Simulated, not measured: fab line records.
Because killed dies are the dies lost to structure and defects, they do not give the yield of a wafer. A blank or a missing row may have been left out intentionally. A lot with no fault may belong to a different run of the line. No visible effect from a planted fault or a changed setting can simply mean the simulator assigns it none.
The tool behind it: which one? + flow n5-finfet + 24 lots with 72 wafers sampled at 5 steps, on a route of 1938 steps

WHAT EACH GAUGE READ, for each wafer
N5_BEOL_M7_RS_MEAS_57: measures by four-point-probe.
| lot  | measured     | on            | M7_RS (ohm/sq)    |
|------|--------------|---------------|-------------------|
| L074 | day 9 06:27  | film-metro-01 | 0.283 0.286 0.301 |
| L077 | day 9 18:14  | film-metro-01 | 0.287 0.293 0.288 |
| L076 | day 9 22:18  | film-metro-01 | 0.292 0.284 0.290 |
| L075 | day 10 01:56 | film-metro-02 | 0.289 0.288 0.294 |
| L078 | day 10 04:21 | film-metro-02 | 0.295 0.289 0.288 |
| L079 | day 10 10:02 | film-metro-02 | 0.285 0.286 0.294 |
| L080 | day 10 10:19 | film-metro-02 | 0.281 0.301 0.291 |
| L081 | day 10 13:07 | film-metro-02 | 0.275 0.285 0.282 |
| L082 | day 10 22:47 | film-metro-01 | 0.286 0.290 0.295 |
| L083 | day 11 07:10 | film-metro-02 | 0.293 0.285 0.295 |
| L085 | day 11 18:10 | film-metro-02 | 0.288 0.310 0.294 |
| L086 | day 12 09:29 | film-metro-01 | 0.280 0.275 0.272 |
| L088 | day 12 15:38 | film-metro-02 | 0.289 0.289 0.282 |
| L084 | day 12 17:10 | film-metro-02 | 0.281 0.295 0.299 |
| L087 | day 12 18:38 | film-metro-01 | 0.291 0.287 0.297 |
| L090 | day 12 19:39 | film-metro-01 | 0.302 0.287 0.301 |
| L089 | day 13 00:02 | film-metro-01 | 0.290 0.295 0.296 |
| L091 | day 13 08:56 | film-metro-02 | 0.284 0.289 0.290 |
| L092 | day 13 20:16 | film-metro-01 | 0.295 0.278 0.294 |
| L093 | day 14 03:44 | film-metro-01 | 0.281 0.278 0.274 |
| L094 | day 14 05:13 | film-metro-02 | 0.290 0.284 0.282 |
| L096 | day 14 13:02 | film-metro-02 | 0.283 0.292 0.289 |
| L095 | day 14 13:10 | film-metro-02 | 0.284 0.280 0.297 |
| L097 | day 15 05:36 | film-metro-01 | 0.283 0.288 0.281 |

N5_BEOL_M8_INSPECT_13: inspects for defects (brightfield).
| lot  | measured     | on                | raw-defect-count |
|------|--------------|-------------------|------------------|
| L074 | day 9 09:23  | defect-inspect-01 | 408 502 342      |
| L077 | day 9 20:08  | defect-inspect-02 | 333 359 391      |
| L076 | day 10 00:18 | defect-inspect-01 | 426 438 343      |
| L075 | day 10 03:13 | defect-inspect-01 | 356 304 415      |
| L078 | day 10 06:06 | defect-inspect-02 | 377 345 425      |
| L079 | day 10 11:46 | defect-inspect-02 | 309 305 324      |
| L080 | day 10 11:59 | defect-inspect-02 | 479 248 526      |
| L081 | day 10 15:20 | defect-inspect-02 | 464 632 400      |
| L082 | day 11 01:06 | defect-inspect-01 | 425 446 421      |
| L083 | day 11 09:11 | defect-inspect-01 | 410 420 387      |
| L085 | day 11 22:19 | defect-inspect-01 | 502 388 664      |
| L086 | day 12 11:09 | defect-inspect-02 | 461 403 445      |
| L088 | day 12 18:21 | defect-inspect-02 | 438 336 519      |
| L084 | day 12 18:41 | defect-inspect-02 | 385 406 394      |
| L087 | day 12 21:51 | defect-inspect-02 | 342 291 353      |
| L090 | day 12 22:01 | defect-inspect-01 | 455 417 393      |
| L089 | day 13 01:35 | defect-inspect-02 | 420 420 352      |
| L091 | day 13 11:59 | defect-inspect-02 | 343 250 355      |
| L092 | day 13 21:35 | defect-inspect-01 | 472 370 481      |
| L093 | day 14 05:31 | defect-inspect-02 | 414 437 563      |
| L094 | day 14 07:45 | defect-inspect-02 | 353 455 372      |
| L096 | day 14 15:16 | defect-inspect-01 | 312 307 376      |
| L095 | day 14 15:28 | defect-inspect-01 | 410 379 417      |
| L097 | day 15 09:48 | defect-inspect-01 | 411 328 403      |

N5_BEOL_M8_CD_MEAS_18: pitch 80 nm, target cd 40 nm.
| lot  | measured     | on        | cd-nm (nm)     |
|------|--------------|-----------|----------------|
| L074 | day 9 09:59  | cd-sem-01 | 40.0 39.8 39.7 |
| L077 | day 9 20:46  | cd-sem-03 | 40.3 40.3 39.7 |
| L076 | day 10 02:01 | cd-sem-01 | 39.7 40.1 40.8 |
| L075 | day 10 05:04 | cd-sem-01 | 39.5 39.9 40.9 |
| L078 | day 10 08:56 | cd-sem-03 | 39.6 40.3 40.2 |
| L079 | day 10 12:47 | cd-sem-01 | 40.1 40.4 39.3 |
| L080 | day 10 13:15 | cd-sem-01 | 40.4 40.3 40.3 |
| L081 | day 10 16:56 | cd-sem-02 | 38.9 39.4 40.3 |
| L082 | day 11 01:59 | cd-sem-01 | 39.3 39.7 39.4 |
| L083 | day 11 10:03 | cd-sem-03 | 40.5 39.5 40.2 |
| L085 | day 11 22:48 | cd-sem-03 | 40.3 40.0 39.8 |
| L086 | day 12 11:38 | cd-sem-01 | 40.2 40.5 39.9 |
| L088 | day 12 18:53 | cd-sem-01 | 39.7 39.8 39.4 |
| L084 | day 12 19:20 | cd-sem-03 | 40.2 40.4 40.1 |
| L087 | day 12 22:22 | cd-sem-01 | 40.3 39.9 40.1 |
| L090 | day 12 22:31 | cd-sem-03 | 39.9 40.2 40.5 |
| L089 | day 13 02:08 | cd-sem-02 | 40.0 39.7 39.6 |
| L091 | day 13 12:32 | cd-sem-03 | 40.2 39.6 40.3 |
| L092 | day 13 22:04 | cd-sem-01 | 39.8 40.0 39.9 |
| L093 | day 14 06:29 | cd-sem-01 | 40.6 40.3 39.8 |
| L094 | day 14 08:16 | cd-sem-01 | 40.2 40.5 40.5 |
| L096 | day 14 15:50 | cd-sem-03 | 40.1 39.4 39.2 |
| L095 | day 14 15:58 | cd-sem-01 | 39.8 40.2 40.5 |
| L097 | day 15 10:22 | cd-sem-03 | 40.4 40.6 40.5 |

TOOL THAT RAN EACH LOT (tool first, then ch and the chambers of the sampled wafers, then the start)
| lot  | N5_BEOL_M7_DEGAS_44          | N5_BEOL_M7_CMP_52             |
|------|------------------------------|-------------------------------|
| L074 | pvd-sputter-02, day 9 04:44  | cmp-02 ch 0,2,3, day 9 06:04  |
| L077 | pvd-sputter-02, day 9 16:28  | cmp-04 ch 0,1,3, day 9 17:49  |
| L076 | pvd-sputter-03, day 9 20:11  | cmp-02 ch 0,1, day 9 21:50    |
| L075 | pvd-sputter-03, day 10 00:23 | cmp-02 ch 0,1, day 10 01:28   |
| L078 | pvd-sputter-02, day 10 02:10 | cmp-03 ch 0,1,2, day 10 03:54 |
| L079 | pvd-sputter-03, day 10 08:26 | cmp-03 ch 1,3, day 10 09:38   |
| L080 | pvd-sputter-01, day 10 08:32 | cmp-04 ch 0,1,3, day 10 09:55 |
| L081 | pvd-sputter-03, day 10 11:15 | cmp-04 ch 2,3, day 10 12:40   |
| L082 | pvd-sputter-03, day 10 21:14 | cmp-02 ch 2,3, day 10 22:23   |
| L083 | pvd-sputter-03, day 11 05:28 | cmp-02 ch 1,2,3, day 11 06:49 |
| L085 | pvd-sputter-01, day 11 15:55 | cmp-02 ch 0,2,3, day 11 17:46 |
| L086 | pvd-sputter-01, day 12 07:13 | cmp-04 ch 0,1,2, day 12 09:07 |
| L088 | pvd-sputter-03, day 12 13:49 | cmp-02 ch 1,2,3, day 12 15:20 |
| L084 | pvd-sputter-02, day 12 14:10 | cmp-03 ch 0,2,3, day 12 16:50 |
| L087 | pvd-sputter-01, day 12 16:56 | cmp-02 ch 1,3, day 12 18:13   |
| L090 | pvd-sputter-01, day 12 18:02 | cmp-02 ch 0,2,3, day 12 19:14 |
| L089 | pvd-sputter-01, day 12 22:02 | cmp-02 ch 1,3, day 12 23:37   |
| L091 | pvd-sputter-03, day 13 07:14 | cmp-03 ch 0,1,2, day 13 08:34 |
| L092 | pvd-sputter-03, day 13 17:54 | cmp-04 ch 2,3, day 13 19:50   |
| L093 | pvd-sputter-02, day 14 01:07 | cmp-04 ch 0,1,3, day 14 03:18 |
| L094 | pvd-sputter-01, day 14 03:13 | cmp-03 ch 0,1,2, day 14 04:52 |
| L096 | pvd-sputter-01, day 14 11:03 | cmp-03 ch 0,2,3, day 14 12:37 |
| L095 | pvd-sputter-01, day 14 11:14 | cmp-04 ch 1,2, day 14 12:44   |
| L097 | pvd-sputter-03, day 15 03:11 | cmp-04 ch 0,3, day 15 05:13   |
- N5_BEOL_M7_DEGAS_44: time 60 s.
- N5_BEOL_M7_CMP_52: polishes, stops on SiCOH lowk, t overpolish 6.9 s, target thk 80 nm.

AS READ BY THE TOOLS THEMSELVES (means over the sampled wafers that have a number; for cases with no such wafer, the mark the record gives instead)
N5_BEOL_M7_DEGAS_44.
| lot  | tool           | heater-power-w (W) |
|------|----------------|--------------------|
| L074 | pvd-sputter-02 | 405                |
| L077 | pvd-sputter-02 | 391                |
| L076 | pvd-sputter-03 | 349                |
| L075 | pvd-sputter-03 | 375                |
| L078 | pvd-sputter-02 | 388                |
| L079 | pvd-sputter-03 | 373                |
| L080 | pvd-sputter-01 | 317                |
| L081 | pvd-sputter-03 | 354                |
| L082 | pvd-sputter-03 | 354                |
| L083 | pvd-sputter-03 | 360                |
| L085 | pvd-sputter-01 | 315                |
| L086 | pvd-sputter-01 | 321                |
| L088 | pvd-sputter-03 | 356                |
| L084 | pvd-sputter-02 | 413                |
| L087 | pvd-sputter-01 | 305                |
| L090 | pvd-sputter-01 | 315                |
| L089 | pvd-sputter-01 | 318                |
| L091 | pvd-sputter-03 | 373                |
| L092 | pvd-sputter-03 | 288                |
| L093 | pvd-sputter-02 | 397                |
| L094 | pvd-sputter-01 | 325                |
| L096 | pvd-sputter-01 | 334                |
| L095 | pvd-sputter-01 | 330                |
| L097 | pvd-sputter-03 | 356                |

N5_BEOL_M7_CMP_52.
| lot  | tool   | barrier-field-endpoint-s (s) | edge-zone-pressure-frac | motor-current-A (A) | overpolish-run-s (s) | platen-rpm (rpm) | time-to-endpoint-s (s) |
|------|--------|------------------------------|-------------------------|---------------------|----------------------|------------------|------------------------|
| L074 | cmp-02 | 28.9                         | 1.000                   | 6.5                 | 6.903                | 49.98            | 63                     |
| L077 | cmp-04 | 28.7                         | 1.004                   | 5.7                 | 6.902                | 50.01            | 61                     |
| L076 | cmp-02 | 29.2                         | 0.998                   | 6.0                 | 6.900                | 50.01            | 64                     |
| L075 | cmp-02 | 28.7                         | 1.005                   | 5.8                 | 6.897                | 50.04            | 62                     |
| L078 | cmp-03 | 29.1                         | 0.997                   | 6.6                 | 6.901                | 50.02            | 63                     |
| L079 | cmp-03 | 28.4                         | 1.001                   | 6.9                 | 6.895                | 50.01            | 62                     |
| L080 | cmp-04 | 29.9                         | 0.997                   | 5.7                 | 6.898                | 49.98            | 64                     |
| L081 | cmp-04 | 29.0                         | 0.997                   | 5.4                 | 6.893                | 49.96            | 63                     |
| L082 | cmp-02 | 28.7                         | 1.002                   | 6.3                 | 6.898                | 50.02            | 60                     |
| L083 | cmp-02 | 28.5                         | 1.006                   | 6.6                 | 6.913                | 49.98            | 63                     |
| L085 | cmp-02 | 28.4                         | 1.001                   | 6.4                 | 6.889                | 50.00            | 59                     |
| L086 | cmp-04 | 29.7                         | 1.000                   | 5.7                 | 6.900                | 50.01            | 66                     |
| L088 | cmp-02 | 27.8                         | 1.005                   | 6.3                 | 6.902                | 50.01            | 58                     |
| L084 | cmp-03 | 29.8                         | 0.999                   | 6.6                 | 6.911                | 50.01            | 64                     |
| L087 | cmp-02 | 27.5                         | 1.005                   | 6.6                 | 6.904                | 50.00            | 57                     |
| L090 | cmp-02 | 28.2                         | 1.000                   | 6.5                 | 6.900                | 49.98            | 59                     |
| L089 | cmp-02 | 28.0                         | 1.002                   | 6.5                 | 6.904                | 50.00            | 57                     |
| L091 | cmp-03 | 29.3                         | 1.004                   | 6.4                 | 6.907                | 49.98            | 63                     |
| L092 | cmp-04 | 29.3                         | 0.998                   | 5.4                 | 6.900                | 50.04            | 64                     |
| L093 | cmp-04 | 28.8                         | 1.002                   | 5.7                 | 6.899                | 50.00            | 64                     |
| L094 | cmp-03 | 29.4                         | 1.003                   | 6.4                 | 6.904                | 50.03            | 63                     |
| L096 | cmp-03 | 28.5                         | 0.999                   | 6.7                 | 6.904                | 50.05            | 61                     |
| L095 | cmp-04 | 29.3                         | 1.003                   | 5.7                 | 6.892                | 50.00            | 64                     |
| L097 | cmp-04 | 29.1                         | 1.001                   | 5.5                 | 6.898                | 50.02            | 59                     |

THE ANSWER, worked out from the rows above alone
Rule: what is usual is taken from the lots themselves. The widest of any qualifying gaps counts: lots, ordered by their means at a reading, are off when they make up no more than a third of the lots, leave a main group of 4 or more, and stand apart from it by 3 or more times the standard deviation of that group's means. Not used: any main group whose means are identical at the precision the tables above print for the reading. Also off: a lot with no number at a reading for which 4 or more lots have one. All remaining lots with rows at the step are treated as sound. The gauges are gone through in route order, then the tools' own readings, and for those a lot's mean is taken as printed above. The first step at which some lot is off is used, and at that step the reading that is off furthest; a lot without a number counts as furthest.
No lot is off on any of the readings shown, so nothing can be concluded from this.

WHAT THE SIMULATOR PUT IN
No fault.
